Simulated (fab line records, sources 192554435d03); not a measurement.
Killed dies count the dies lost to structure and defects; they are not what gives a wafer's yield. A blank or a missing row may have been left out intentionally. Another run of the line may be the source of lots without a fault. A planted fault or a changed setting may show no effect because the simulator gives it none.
8D (eight disciplines) problem report, filled in by code | flow n5 finfet | the parts of the form that need people (team, actions taken, sign-off) are left out

## 1. PROBLEM STATEMENT
Wafers without a fault read 161.5 s, standard deviation 0.44; run length s at N5_BEOL_M11_CVD_75 reads a mean of 117.7 s on 3 wafers belonging to 3 lots. That is -99 or more standard deviations from the usual mean.
The step: deposits Co from CCTBA/H2, target thk 2 nm, time 138.9 s.
First seen on wafer L960.3, day 15 03:38, on cvd co-01. At this step, 30 wafers from 11 lots have a number in the record. Rule for "out" (also "out of limits"): further than 4 standard deviations from the usual mean. Any other wafer with a number is counted as sound.

## 2. WHAT IT IS, AND WHAT IT ISN'T
question                    | is                     | is not
which readings at this step | run length s           | -
which lots                  | L960, L964, L965       | L945, L948, L950, L951, L952, L961, L963, L966
which wafers of those lots  | L960.3, L964.5, L965.5 | L960.1, L964.4, L965.4
read on which tools         | cvd co-01              | cvd co-02
when                        | from day 15 03:38      | up to then (19 sound wafers); but 8 sound wafers of L963, L964, L965, L966 came after

## 3. WHAT RULES OUT EACH SUSPECT
Counting: if a tool at a process step up to the reading ran every lot that is out, it stays a suspect. Sound lots after the first of them don't rule it out here, since some wafers of a struck lot are sound.
- rie diel-02 at N5_BEOL_M11_VIA_ETCH_34 (etches SiCOH lowk in C4F6/O2, target depth 184.5 nm, time 69.2 s): kept. Every lot that is out went through it, the first being L960 (day 15 02:00); the last sound lot it ran before that was L950 (day 12 13:41).
- rie diel-02 at N5_BEOL_M11_STRIP_36 (strips in N2/H2): kept. Every lot that is out went through it, the first being L960 (day 15 02:04); the last sound lot it ran before that was L950 (day 12 13:45).
- cvd co-01 at N5_BEOL_M11_CVD_75 (deposits Co from CCTBA/H2, target thk 2 nm, time 138.9 s): kept. Every lot that is out went through it, the first being L960 (day 15 03:38); the last sound lot it ran before that was L951 (day 13 06:44). Out on those wafers are its own readings of run length s.
rie diel-02 at N5_BEOL_M11_VIA_ETCH_34, rie diel-02 at N5_BEOL_M11_STRIP_36 and cvd co-01 at N5_BEOL_M11_CVD_75 are what is left after counting.

## 4. THE CAUSE (what the simulator had put in)
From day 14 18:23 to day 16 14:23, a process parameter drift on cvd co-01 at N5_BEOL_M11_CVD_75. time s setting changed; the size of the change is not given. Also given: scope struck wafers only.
Of the 3 suspects that counting leaves, this tool is one.

## 5. THE EFFECT CHAIN, in route order
One row per reading whose mean, taken over the struck wafers that have a number, lies over 3 standard deviations from the usual. Scope: only readings with a usual standard deviation given in the record; hours: median across lots of the time from each lot's start at the first step in this table that gives one to its start at this step; sigmas: change in usual standard deviations.
hours | step               | reading      | usual   | on struck wafers | change | sigmas
0     | N5_BEOL_M11_CVD_75 | run length s | 161.5 s | 117.7            | -43.8  | -99 or more
Process steps it contains:
- N5_BEOL_M11_CVD_75: deposits Co from CCTBA/H2, target thk 2 nm, time 138.9 s.

## 6. WHAT WOULD HAVE CAUGHT IT SOONER
9 hours passed between the start of the fault at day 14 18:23 and the first reading out of limits in this record, taken at day 15 03:38.
